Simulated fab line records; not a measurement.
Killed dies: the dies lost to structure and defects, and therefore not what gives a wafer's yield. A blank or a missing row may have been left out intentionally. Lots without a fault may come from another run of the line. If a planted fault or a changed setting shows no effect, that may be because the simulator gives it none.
fab line records	flow n5Finfet
record: lots: 7	wafers: 39
route steps=1938 shown FIN_CUT@173 STI_FIN_REVEAL@190 HKMG_FIN@386 MOL_CONTACT_COAG@559 BEOL_M0_SAQP@663 BEOL_M3@931 BEOL_M4@1059
startH: the number of hours between the record's first day and the start of the first shown wafer of the lot	waitH: hours from the lot's prior step to this one	" repeats the value in the row above	L1.1+2: one row covering several wafers at once	- no value, or no start was given	* or withheld: withheld	< > ~ a bound
route shown NAME@n: a module of which the file shows steps, and the number in the route of the first	usual: mean/standard deviation of fault-free wafers	same: alike in all rows	chamber/n: place in a boat	sites: each site's reading	_std_site: the values' standard deviation	_edge_site: outer sites' mean less inner sites'	radiusMm: for every site, how far away it sits from the centre of the wafer	mask NAME#n: copy n	behind: tool/chamber where the wafer was last shaped	hold: reason for holding the lot/hours on hold/outcome of the hold	device: the transistor (n, p or np) that didn't switch	end of line: the same wafers' tests at the end of the route	a step with no rows: only its recipe	killed: the dies lost at the first sort to structure and to defects; this is not the yield of the wafer	map: shows each die of a wafer: x if killed, . if not, _ if none is there
set.NAME: the setting the step ran with; set.NAME@STEP: the setting that earlier step ran with	model.NAME: the simulator's own value behind a step, which no gauge read
lots where settings were altered on purpose, with a table for each step and a row for each wafer
== steps ==
step: N5_FIN_CUT_CUT_ETCH_26
recipe: chemistry: CH3F/O2	target: SiNx	targetDepthA: 390	maskMaterial: SOC	timeS: 55.7	pressureMtorr: 30	sourceW: 395	biasW: 73	Ar_flow_sccm: 150	CH3F_flow_sccm: 30	O2_flow_sccm: 20	ionEnergyEv: 120
lot.wafer	tool	chamber	startH	waitH	set.timeS	model.etch.depthNm	model.SOC_of_FIN_CUT_COAT_18.thkNm
L078.1	rieDiel-01	2	50.89	0.0	55.7	39.01	211.6
L078.2	"	0	"	"	55.7	39.63	210.8
L078.3	"	3	"	"	55.7	40.8	209.8
L078.4	"	1	"	"	55.7	38.05	212
L078.5	"	3	"	"	55.7	40.36	210.2
L078.6	"	2	"	"	55.7	39.21	211
L083.1+5	rieDiel-04	0	80.79	0.0	55.7	39.21	211.6
L083.2	"	1	"	"	64.33	45.25	208.6
L083.3	"	2	"	"	64.33	44.47	209.4
L083.4	"	3	"	"	55.7	38.37	211.4
L083.6	"	1	"	"	64.33	45.3	209.2
L085.1	rieDiel-04	3	97.88	0.0	55.7	38.49	211.4
L085.2	"	1	"	"	46.76	32.94	213.8
L085.3	"	0	"	"	55.7	39.04	211.6
L085.4	"	2	"	"	46.76	32.41	214.2
L085.5	"	1	"	"	46.76	32.98	214.4
L085.6	"	0	"	"	55.7	38.95	211.8
L087.1	rieDiel-01	1	104.68	0.0	55.7	38.69	211.4
L087.2	"	2	"	"	55.7	38.66	211.8
L087.3	"	3	"	"	55.7	40.18	210.2
L087.4	"	2	"	"	55.7	39.24	211
L087.5	"	3	"	"	55.7	40.27	210.6
L087.6	"	1	"	"	55.7	39.2	211.4
L091.2	rieDiel-01	0	129.85	0.0	55.7	39.44	212.2
L091.3	"	3	"	"	55.7	40.71	211.6
L091.5	"	2	"	"	55.7	39.29	212.4
L096.1	rieDiel-01	2	159.19	0.0	55.7	38.77	211.6
L096.2	"	3	"	"	55.7	40.09	211.2
L096.3	"	1	"	"	55.7	39.09	211.2
L096.4	"	0	"	"	80.76	56.85	203.4
L096.5	"	2	"	"	80.76	56.1	203.6
L096.6	"	3	"	"	80.76	58.78	202.2
L097.1	rieDiel-04	3	166.86	0.0	55.7	38.37	212.4
L097.2	"	1	"	"	55.7	38.92	211.2
L097.3	"	2	"	"	80.49	55.48	203.8
L097.4	"	0	"	"	55.7	39	211.8
L097.5	"	1	"	"	80.49	55.59	204.2
L097.6	"	2	"	"	80.49	55.7	203.2
step: N5_STI_FIN_REVEAL_ETCHBACK_08
recipe: chemistry: C4F6/O2	target: SiO2	targetDepthA: 305	timeS: 10.167	ionEnergyEv: 250	pressureMtorr: 30	sourceW: 345	biasW: 185	Ar_flow_sccm: 300	C4F6_flow_sccm: 10	O2_flow_sccm: 10
lot.wafer	tool	chamber	startH	waitH	set.timeS
L078.1+2+3+4+5+6	rieDiel-02	2,0,1,3,2,1	57.62	0.2	10.167
L083.1+2+4	rieDiel-02	2,1,3	86.96	0.2	14.75
L083.3+5+6	"	0,0,3	"	"	10.167
L085.1+3+5	rieDiel-06	2,3,1	104.28	0.3	10.167
L085.2+4+6	"	1,3,2	"	"	14.95
L087.1+2+3+4+5+6	rieDiel-05	0,2,3,2,3,0	112.75	0.2	10.167
L091.2+3+5	rieDiel-02	2,0,1	136.08	0.2	10.167
L096.1+2+5	rieDiel-06	2,0,1	166.32	0.3	10.167
L096.3+4+6	"	1,2,0	"	"	12.7
L097.1+4+5	rieDiel-02	2,3,2	173.43	0.2	10.167
L097.2+3+6	"	1,0,3	"	"	12.2
step: N5_STI_FIN_REVEAL_STRIP_24
recipe: chemistry: N2/H2	timeS: 90	powerW: 100	tempC: 40	pressureMtorr: 100	rfFrequencyHz: 6e+07	biasPowerW: 3	n2FlowSccm: 300	h2FlowSccm: 300
step: N5_STI_FIN_REVEAL_PRECLEAN_25
recipe: chemistry: SPM	timeS: 90	tempC: 120	mix: 4:1
step: N5_STI_FIN_REVEAL_SRD_23
recipe: dry: ipaMarangoni	timeS: 30	tempC: 23	rinseLiquid: diw
step: N5_STI_FIN_REVEAL_FIN_H_MEAS_10
usual: trenchDepthNm: 51.7/0.67
lot.wafer	tool	chamber	startH	waitH	set.timeS@STI_FIN_REVEAL_ETCHBACK_08	trenchDepthNm
L078.1	ocd-02	-	61.07	0.0	10.167	51.9
L078.2	"	-	"	"	10.167	51.5
L078.3	"	-	"	"	10.167	51.9
L078.4	"	-	"	"	10.167	51.7
L078.5	"	-	"	"	10.167	51.8
L078.6	"	-	"	"	10.167	51.7
L083.1	ocd-01	-	89.93	0.0	14.75	64.4
L083.2	"	-	"	"	14.75	64.5
L083.3	"	-	"	"	10.167	50.2
L083.4	"	-	"	"	14.75	65.6
L083.5	"	-	"	"	10.167	50.4
L083.6	"	-	"	"	10.167	52.2
L085.1	ocd-02	-	107.48	0.0	10.167	50.8
L085.2	"	-	"	"	14.95	66.3
L085.3	"	-	"	"	10.167	51.5
L085.4	"	-	"	"	14.95	66.3
L085.5	"	-	"	"	10.167	51.8
L085.6	"	-	"	"	14.95	65.6
L087.1	ocd-01	-	115.98	0.0	10.167	51.6
L087.2	"	-	"	"	10.167	51.1
L087.3	"	-	"	"	10.167	51.2
L087.4	"	-	"	"	10.167	51.2
L087.5	"	-	"	"	10.167	51.2
L087.6	"	-	"	"	10.167	51.8
L091.2	ocd-02	-	139.17	0.0	10.167	51.4
L091.3	"	-	"	"	10.167	50.8
L091.5	"	-	"	"	10.167	51.4
L096.1	ocd-02	-	169.26	0.0	10.167	53.1
L096.2	"	-	"	"	10.167	53.1
L096.3	"	-	"	"	12.7	59.5
L096.4	"	-	"	"	12.7	60.8
L096.5	"	-	"	"	10.167	52.1
L096.6	"	-	"	"	12.7	60.4
L097.1	ocd-02	-	176.38	0.0	10.167	51.2
L097.2	"	-	"	"	12.2	57.4
L097.3	"	-	"	"	12.2	57.0
L097.4	"	-	"	"	10.167	51.9
L097.5	"	-	"	"	10.167	51.3
L097.6	"	-	"	"	12.2	58.2
step: N5_HKMG_FIN_HK_ALD_01
recipe: material: HfO2	targetThkA: 16	tempC: withheld	aldPrecursorFamily: HfCl4	aldCoReactant: H2O	pulseTimeS: 3	purgeTimeS: 3	coReactantPurgeTimeS: 2.5	coReactantPulseTimeS: 0.3	aldCycles: 30
lot.wafer	tool	chamber	startH	waitH	set.aldCycles	model.HfO2_of_HKMG_FIN_HK_ALD_01.thkNm
L078.1+5+6	aldHk-02	1,3,2	93.59	0.0	39	2
L078.2+3+4	"	2,3,0	"	"	30	1.6
L083.1+2+3+4+5+6	aldHk-02	2,0,3,1,1,0	129.72	0.0	30	1.6
L085.1+4+6	aldHk-02	2,0,2	139.22	0.0	22	1.2
L085.2+3+5	"	3,1,1	"	"	30	1.6
L087.1+2+3	aldHk-03	0,3,2	148.19	0.0	46	2.4
L087.4+5+6	"	1,1,0	"	"	30	1.6
L091.2+3+5	aldHk-01	1,0,2	171.79	0.0	30	1.6
L096.1+2+4	aldHk-02	0,1,2	213.86	0.1	30	1.6
L096.3+5+6	"	3,0,3	"	"	45	2.4
L097.1+6	aldHk-02	2,3	216.38	0.1	13	0.8
L097.2+3+4	"	1,3,0	"	"	30	1.6
L097.5	"	2	"	"	13	0.6
step: N5_HKMG_FIN_HK_ANNEAL_02
recipe: tempC: 700	timeS: 30	ambient: N2	idleTempC: 600	rampUpCPerS: 150	rampDownCPerS: 60	coolToC: 600
step: N5_HKMG_FIN_ALD_74
recipe: material: La2O3	targetThkA: 5	tempC: 250	aldPrecursorFamily: La-Cp	aldCoReactant: O3	pulseTimeS: 6	coReactantPulseTimeS: 1	purgeTimeS: 3	coReactantPurgeTimeS: 3
step: N5_HKMG_FIN_WET_ETCH_82
recipe: chemistry: dHCl	mix: 1:10000	tempC: 25	target: La2O3	stopOn: HfO2	targetDepthNm: 2	dry: ipaMarangoni	rinseTimeS: 30	rinseTempC: 23
step: N5_HKMG_FIN_ALD_36
recipe: material: TiN	targetThkA: 10	tempC: 400	aldPrecursorFamily: TiCl4	aldCoReactant: NH3	pulseTimeS: 1	purgeTimeS: 3	coReactantPurgeTimeS: 2	coReactantPulseTimeS: 2	aldCycles: 47	pressureTorr: 3
step: N5_HKMG_FIN_THK_MEAS_70
recipe: thkMeasGauge: xrf	reads: HfO2_of_HKMG_FIN_HK_ALD_01
usual: HK_THK: 1.608/0.02
lot.wafer	tool	chamber	startH	waitH	set.aldCycles@HKMG_FIN_HK_ALD_01	HK_THK[nm]
L078.1	filmMetro-02	-	97.03	0.2	39	2.105
L078.2	"	-	"	"	30	1.624
L078.3	"	-	"	"	30	1.610
L078.4	"	-	"	"	30	1.595
L078.5	"	-	"	"	39	2.083
L078.6	"	-	"	"	39	2.070
L083.1	filmMetro-02	-	133.33	0.2	30	1.611
L083.2	"	-	"	"	30	1.628
L083.3	"	-	"	"	30	1.612
L083.4	"	-	"	"	30	1.614
L083.5	"	-	"	"	30	1.609
L083.6	"	-	"	"	30	1.590
L085.1	filmMetro-01	-	142.74	0.2	22	1.170
L085.2	"	-	"	"	30	1.615
L085.3	"	-	"	"	30	1.607
L085.4	"	-	"	"	22	1.175
L085.5	"	-	"	"	30	1.610
L085.6	"	-	"	"	22	1.187
L087.1	filmMetro-01	-	151.77	0.2	46	2.442
L087.2	"	-	"	"	46	2.468
L087.3	"	-	"	"	46	2.455
L087.4	"	-	"	"	30	1.590
L087.5	"	-	"	"	30	1.601
L087.6	"	-	"	"	30	1.593
L091.2	filmMetro-01	-	175.36	0.2	30	1.608
L091.3	"	-	"	"	30	1.592
L091.5	"	-	"	"	30	1.604
L096.1	filmMetro-02	-	217.51	0.2	30	1.588
L096.2	"	-	"	"	30	1.575
L096.3	"	-	"	"	45	2.397
L096.4	"	-	"	"	30	1.606
L096.5	"	-	"	"	45	2.417
L096.6	"	-	"	"	45	2.421
L097.1	filmMetro-01	-	219.93	0.2	13	0.709
L097.2	"	-	"	"	30	1.608
L097.3	"	-	"	"	30	1.608
L097.4	"	-	"	"	30	1.611
L097.5	"	-	"	"	13	0.697
L097.6	"	-	"	"	13	0.700
step: N5_MOL_CONTACT_COAG_ALD_27
recipe: material: SiOC	targetThkA: 170	tempC: 400	aldPrecursorFamily: carbosiloxane	aldCoReactant: H2-plasma	pulseTimeS: 1.5	timeS: 2720	purgeTimeS: 2	coReactantPurgeTimeS: 2	aldCycles: 340	pressureTorr: 2
lot.wafer	tool	chamber	startH	waitH	set.timeS	model.SiOC_of_MOL_CONTACT_COAG_ALD_27.thkNm
L078.1+5	aldSin-01	2,1	118.69	0.0	1372	8.4
L078.2+3	"	0,1	"	"	2720	17
L078.4	"	3	"	"	1372	8.6
L078.6	"	2	"	"	2720	16.8
L083.1+3+5	aldSin-02	0,2,0	152.96	0.0	2720	17
L083.2+6	"	1,3	"	"	1697	10.6
L083.4	"	3	"	"	1697	10.4
L085.1+2+5	aldSin-02	2,3,3	162.60	0.0	2720	17
L085.3+4+6	"	0,1,2	"	"	2003	12.6
L087.1	aldSin-02	3	172.19	0.0	2720	16.8
L087.2+4	"	1,2	"	"	3933	17
L087.3+5	"	0,2	"	"	2720	17
L087.6	"	3	"	"	3933	16.8
L091.2+3+5	aldSin-01	2,1,3	195.65	0.0	2720	17
L096.1+6	aldSin-01	3,2	243.32	0.0	1627	10
L096.2+3+5	"	1,0,1	"	"	2720	17
L096.4	"	2	"	"	1627	10.2
L097.1+3+4	aldSin-02	2,1,3	243.44	0.0	4203	17
L097.2+5+6	"	0,2,1	"	"	2720	17
step: N5_BEOL_M0_SAQP_SPACER1_ALD_98
recipe: material: SiO2	targetThkA: 128	tempC: 300	aldPrecursorFamily: BDEAS	aldCoReactant: O2-plasma	pulseTimeS: 1	purgeTimeS: 2	coReactantPurgeTimeS: 2	aldCycles: 138	pressureTorr: 2
lot.wafer	tool	chamber	startH	waitH	set.aldCycles	model.SiO2_of_BEOL_M0_SAQP_SPACER1_ALD_98.thkNm
L078.1+3+6	aldSin-03	2,3,2	131.08	0.3	64	6
L078.2+5	"	1,3	"	"	138	12.8
L078.4	"	0	"	"	138	12.6
L083.1+5+6	aldSin-02	1,3,0	166.46	0.3	83	7.6
L083.2	"	0	"	"	138	12.8
L083.3+4	"	3,2	"	"	138	12.6
L085.1+2+3+4+5+6	aldSin-04	2,1,0,3,2,3	176.30	0.3	138	12.8
L087.1+5	aldSin-02	1,3	183.75	0.3	198	18.2
L087.2+3	"	0,3	"	"	138	12.8
L087.4	"	2	"	"	138	12.6
L087.6	"	2	"	"	198	18.4
L091.2+3+5	aldSin-02	1,0,3	207.69	0.3	138	12.8
L096.1+2+3+4+5+6	aldSin-02	0,2,3,1,3,0	256.10	0.3	138	12.8
L097.1+3+6	aldSin-03	3,0,0	258.37	0.3	138	12.8
L097.2+4+5	"	1,2,3	"	"	210	19.4
step: N5_BEOL_M0_SAQP_SPACER1_ETCHBACK_99
recipe: chemistry: CHF3/O2	mode: anisotropicEtchback	target: SiO2	targetDepthA: 154	timeS: 7.7	pressureMtorr: 30	sourceW: 650	biasW: 170	Ar_flow_sccm: 200	CHF3_flow_sccm: 50	O2_flow_sccm: 5	ionEnergyEv: 200
step: N5_BEOL_M0_SAQP_MANDREL1_REMOVE_100
recipe: chemistry: HBr/Cl2/O2	btTimeS: 10	target: a-Si	stopOn: SiNx	endpoint: OES-SiCl	overEtchFrac: 0.85	icpW: 600	biasW: 30	HBr_flow_sccm: 150	Cl2_flow_sccm: 80	O2_flow_sccm: 5	pressureMtorr: 10
lot.wafer	tool	chamber	startH	waitH	set.aldCycles@BEOL_M0_SAQP_SPACER1_ALD_98	model.SiO2_of_BEOL_M0_SAQP_SPACER1_ALD_98.thkNm	model.BEOL_M0_SAQP.cdNm
L078.1+3+6	rieSi-02	3,1,1	131.64	0.1	64	2.8	5.8
L078.2+5	"	2	"	"	138	7.4	12.8
L078.4	"	0	"	"	138	7.4	12.6
L083.1	rieSi-02	0	167.02	0.1	83	3.4	7.8
L083.2	"	1	"	"	138	7.4	12.8
L083.3	"	3	"	"	138	7.2	12.8
L083.4	"	2	"	"	138	7.4	12.6
L083.5	"	0	"	"	83	3.4	7.6
L083.6	"	3	"	"	83	3.6	7.8
L085.1+2+3+4+5+6	rieSi-06	1,3,0,2,3,0	176.87	0.1	138	7.4	12.8
L087.1	rieSi-02	3	184.31	0.1	198	12.8	18.2
L087.2+3	"	2,0	"	"	138	7.4	12.8
L087.4	"	1	"	"	138	7.4	12.6
L087.5	"	2	"	"	198	13	18.2
L087.6	"	3	"	"	198	13	18.4
L091.2+3	rieSi-06	0,2	208.25	0.1	138	7.4	12.8
L091.5	"	2	"	"	138	7.4	12.6
L096.1+2+4+5+6	rieSi-02	3,1,0,2,1	256.66	0.1	138	7.4	12.8
L096.3	"	2	"	"	138	7.4	12.6
L097.1+6	rieSi-06	1,0	258.93	0.1	138	7.4	12.6
L097.2+5	"	3	"	"	210	14	19.4
L097.3	"	2	"	"	138	7.4	12.8
L097.4	"	0	"	"	210	14	19.2
step: N5_BEOL_M0_SAQP_CD_MEAS_25
recipe: targetCdNm: 13.1	landingEnergyEv: 1000	detector: seInlens
usual: cdNm: 12.77/0.22
lot.wafer	tool	chamber	startH	waitH	set.aldCycles@BEOL_M0_SAQP_SPACER1_ALD_98	cdNm
L078.1	cdSem-03	0	131.75	0.1	64	5.36
L078.2	"	0	"	"	138	12.58
L078.3	"	0	"	"	64	5.67
L078.4	"	0	"	"	138	12.18
L078.5	"	0	"	"	138	13.00
L078.6	"	0	"	"	64	6.11
L083.1	cdSem-02	0	167.13	0.1	83	7.69
L083.2	"	0	"	"	138	13.30
L083.3	"	0	"	"	138	13.05
L083.4	"	0	"	"	138	12.58
L083.5	"	0	"	"	83	7.64
L083.6	"	0	"	"	83	7.75
L085.1	cdSem-01	0	176.98	0.1	138	13.02
L085.2	"	0	"	"	138	12.69
L085.3	"	0	"	"	138	12.86
L085.4	"	0	"	"	138	12.97
L085.5	"	0	"	"	138	13.24
L085.6	"	0	"	"	138	12.69
L087.1	cdSem-01	0	184.42	0.1	198	18.36
L087.2	"	0	"	"	138	12.82
L087.3	"	0	"	"	138	12.72
L087.4	"	0	"	"	138	12.78
L087.5	"	0	"	"	198	18.29
L087.6	"	0	"	"	198	18.31
L091.2	cdSem-01	0	208.36	0.1	138	12.83
L091.3	"	0	"	"	138	12.75
L091.5	"	0	"	"	138	12.54
L096.1	cdSem-03	0	256.77	0.1	138	12.86
L096.2	"	0	"	"	138	12.58
L096.3	"	0	"	"	138	12.36
L096.4	"	0	"	"	138	12.74
L096.5	"	0	"	"	138	12.75
L096.6	"	0	"	"	138	12.91
L097.1	cdSem-02	0	259.04	0.1	138	13.10
L097.2	"	0	"	"	210	19.25
L097.3	"	0	"	"	138	12.74
L097.4	"	0	"	"	210	19.23
L097.5	"	0	"	"	210	19.38
L097.6	"	0	"	"	138	12.62
step: N5_BEOL_M3_ILD_DEP_00
recipe: material: SiOC	targetThkA: 790	tempC: 350	precursor: DEMS/O2	pressureTorr: 5	rfW: 500	timeS: 15.3
lot.wafer	tool	chamber	startH	waitH	set.targetThkA	model.SiOC_of_BEOL_M3_ILD_DEP_00.thkNm
L078.1	pecvd-01	2	155.20	0.0	790	79
L078.2	"	0	"	"	790	79.8
L078.3	"	1	"	"	952.1	96.2
L078.4	"	1	"	"	952.1	97.2
L078.5	"	0	"	"	790	80.2
L078.6	"	2	"	"	952.1	96.8
L083.1	pecvd-01	1	200.81	0.0	472.4	47.2
L083.2	"	2	"	"	472.4	46.6
L083.3	"	0	"	"	472.4	46.8
L083.4+6	"	2,0	"	"	790	79.8
L083.5	"	1	"	"	790	80
L085.1	pecvd-01	0	203.58	0.0	590.5	58.2
L085.2	"	1	"	"	590.5	58.6
L085.3	"	1	"	"	590.5	59.2
L085.4	"	0	"	"	790	80
L085.5	"	1	"	"	790	79.4
L085.6	"	0	"	"	790	78
L087.1	pecvd-01	1	211.92	0.0	1055	105
L087.2	"	0	"	"	1055	105.6
L087.3+6	"	0,1	"	"	790	80.2
L087.4	"	1	"	"	790	81.2
L087.5	"	0	"	"	1055	107.2
L091.2	pecvd-04	2	252.05	0.0	790	79
L091.3	"	0	"	"	790	79.2
L091.5	"	0	"	"	790	80
L097.1	pecvd-04	1	285.47	0.0	790	78.6
L097.2	"	0	"	"	790	78
L097.3+5	"	2,1	"	"	659.1	66.6
L097.4	"	2	"	"	790	80.8
L097.6	"	0	"	"	659.1	66.4
L096.1	pecvd-04	1	288.90	0.0	790	78.6
L096.2	"	0	"	"	790	79.2
L096.3	"	2	"	"	790	80
L096.4+5	"	0,2	"	"	790	80.4
L096.6	"	1	"	"	790	80.2
step: N5_BEOL_M3_THK_MEAS_01
recipe: reads: SiOC_of_BEOL_M3_ILD_DEP_00
usual: M3_ILD_THK: 79.3/0.96
lot.wafer	tool	chamber	startH	waitH	set.targetThkA@BEOL_M3_ILD_DEP_00	M3_ILD_THK[nm]
L078.1	filmMetro-01	-	155.27	0.0	790	79.0
L078.2	"	-	"	"	790	79.8
L078.3	"	-	"	"	952.1	96.1
L078.4	"	-	"	"	952.1	97.1
L078.5	"	-	"	"	790	80.2
L078.6	"	-	"	"	952.1	96.8
L083.1	filmMetro-02	-	200.88	0.0	472.4	47.1
L083.2	"	-	"	"	472.4	46.7
L083.3	"	-	"	"	472.4	46.8
L083.4	"	-	"	"	790	79.8
L083.5	"	-	"	"	790	80.0
L083.6	"	-	"	"	790	79.7
L085.1	filmMetro-01	-	203.67	0.1	590.5	58.2
L085.2	"	-	"	"	590.5	58.7
L085.3	"	-	"	"	590.5	59.2
L085.4	"	-	"	"	790	79.9
L085.5	"	-	"	"	790	79.3
L085.6	"	-	"	"	790	78.0
L087.1	filmMetro-01	-	212.01	0.1	1055	105.0
L087.2	"	-	"	"	1055	105.6
L087.3	"	-	"	"	790	80.3
L087.4	"	-	"	"	790	81.2
L087.5	"	-	"	"	1055	107.2
L087.6	"	-	"	"	790	80.3
L091.2	filmMetro-01	-	252.12	0.1	790	79.1
L091.3	"	-	"	"	790	79.3
L091.5	"	-	"	"	790	79.9
L097.1	filmMetro-01	-	285.54	0.0	790	78.6
L097.2	"	-	"	"	790	78.0
L097.3	"	-	"	"	659.1	66.6
L097.4	"	-	"	"	790	80.8
L097.5	"	-	"	"	659.1	66.6
L097.6	"	-	"	"	659.1	66.4
L096.1	filmMetro-02	-	288.98	0.1	790	78.6
L096.2	"	-	"	"	790	79.2
L096.3	"	-	"	"	790	79.9
L096.4	"	-	"	"	790	80.4
L096.5	"	-	"	"	790	80.5
L096.6	"	-	"	"	790	80.3
step: N5_BEOL_M4_DESCUM_33
recipe: chemistry: O2	timeS: 7	sourcePowerW: 50	biasPowerW: 20	pressureMtorr: 20	rfFrequencyHz: 2.712e+07	tempC: 40	resist: CAR-EUV	o2FlowSccm: 225
lot.wafer	tool	chamber	startH	waitH	set.timeS	model.CAR-EUV_of_BEOL_M4_COAT_22.thkNm
L078.1+6	rieDiel-05	3	172.86	0.1	8.493	25.2
L078.2	"	0	"	"	8.493	25.4
L078.3+4+5	"	1,2,2	"	"	7	26
L083.1+4	rieDiel-05	2,3	215.93	0.0	7	26
L083.2+5	"	0	"	"	9.341	25
L083.3	"	1	"	"	9.341	24.8
L083.6	"	3	"	"	7	26.2
L085.1+3	rieDiel-02	0,3	217.24	0.0	7	26.2
L085.2+6	"	1	"	"	10.05	24.6
L085.4	"	2	"	"	7	26
L085.5	"	2	"	"	10.05	24.4
L087.1+4+5	rieDiel-02	3,2,3	221.55	0.1	5.845	26.6
L087.2+6	"	0	"	"	7	26
L087.3	"	1	"	"	7	25.8
L091.2+3+5	rieDiel-02	3,0,1	263.15	0.6	7	26
L097.1+3	rieDiel-06	0,1	296.64	0.0	8.721	25.4
L097.2	"	2	"	"	8.721	25.2
L097.4+5+6	"	3,0,1	"	"	7	26.2
L096.1+4+6	rieDiel-06	2,3,1	303.34	0.0	7	26
L096.2+3+5	"	1,0,2	"	"	7	26.2
== key ==
split: step: N5_FIN_CUT_CUT_ETCH_26	setting: timeS	stated: 55.7	by: wafer
response: step: N5_FIN_CUT_CUT_ETCH_26	reading: model.etch.depthNm	change: +0.388	per: 1%	r: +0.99
response: step: N5_FIN_CUT_CUT_ETCH_26	reading: model.SOC_of_FIN_CUT_COAT_18.thkNm	change: -0.18	per: 1%	r: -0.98
split: step: N5_STI_FIN_REVEAL_ETCHBACK_08	setting: timeS	stated: 10.167	by: wafer
response: step: N5_STI_FIN_REVEAL_FIN_H_MEAS_10	reading: trenchDepthNm	change: +0.308	per: 1%	r: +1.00
split: step: N5_HKMG_FIN_HK_ALD_01	setting: aldCycles	stated: 30	by: wafer
response: step: N5_HKMG_FIN_HK_ALD_01	reading: model.HfO2_of_HKMG_FIN_HK_ALD_01.thkNm	change: +0.0152	per: 1%	r: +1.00
response: step: N5_HKMG_FIN_THK_MEAS_70	reading: HK_THK	change: +0.0162	per: 1%	r: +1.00
split: step: N5_MOL_CONTACT_COAG_ALD_27	setting: timeS	stated: 2720	by: wafer
response: step: N5_MOL_CONTACT_COAG_ALD_27	reading: model.SiOC_of_MOL_CONTACT_COAG_ALD_27.thkNm	shape: bent	atLowest: 8.467	atStated: 16.98	atHighest: 17
split: step: N5_BEOL_M0_SAQP_SPACER1_ALD_98	setting: aldCycles	stated: 138	by: wafer
response: step: N5_BEOL_M0_SAQP_SPACER1_ALD_98	reading: model.SiO2_of_BEOL_M0_SAQP_SPACER1_ALD_98.thkNm	change: +0.126	per: 1%	r: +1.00
response: step: N5_BEOL_M0_SAQP_MANDREL1_REMOVE_100	reading: model.SiO2_of_BEOL_M0_SAQP_SPACER1_ALD_98.thkNm	change: +0.109	per: 1%	r: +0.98
response: step: N5_BEOL_M0_SAQP_MANDREL1_REMOVE_100	reading: model.BEOL_M0_SAQP.cdNm	change: +0.128	per: 1%	r: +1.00
response: step: N5_BEOL_M0_SAQP_CD_MEAS_25	reading: cdNm	change: +0.128	per: 1%	r: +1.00
split: step: N5_BEOL_M3_ILD_DEP_00	setting: targetThkA	stated: 790	by: wafer
response: step: N5_BEOL_M3_ILD_DEP_00	reading: model.SiOC_of_BEOL_M3_ILD_DEP_00.thkNm	change: +0.799	per: 1%	r: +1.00
response: step: N5_BEOL_M3_THK_MEAS_01	reading: M3_ILD_THK	change: +0.797	per: 1%	r: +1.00
split: step: N5_BEOL_M4_DESCUM_33	setting: timeS	stated: 7	by: wafer
response: step: N5_BEOL_M4_DESCUM_33	reading: model.CAR-EUV_of_BEOL_M4_COAT_22.thkNm	change: -0.0358	per: 1%	r: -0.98
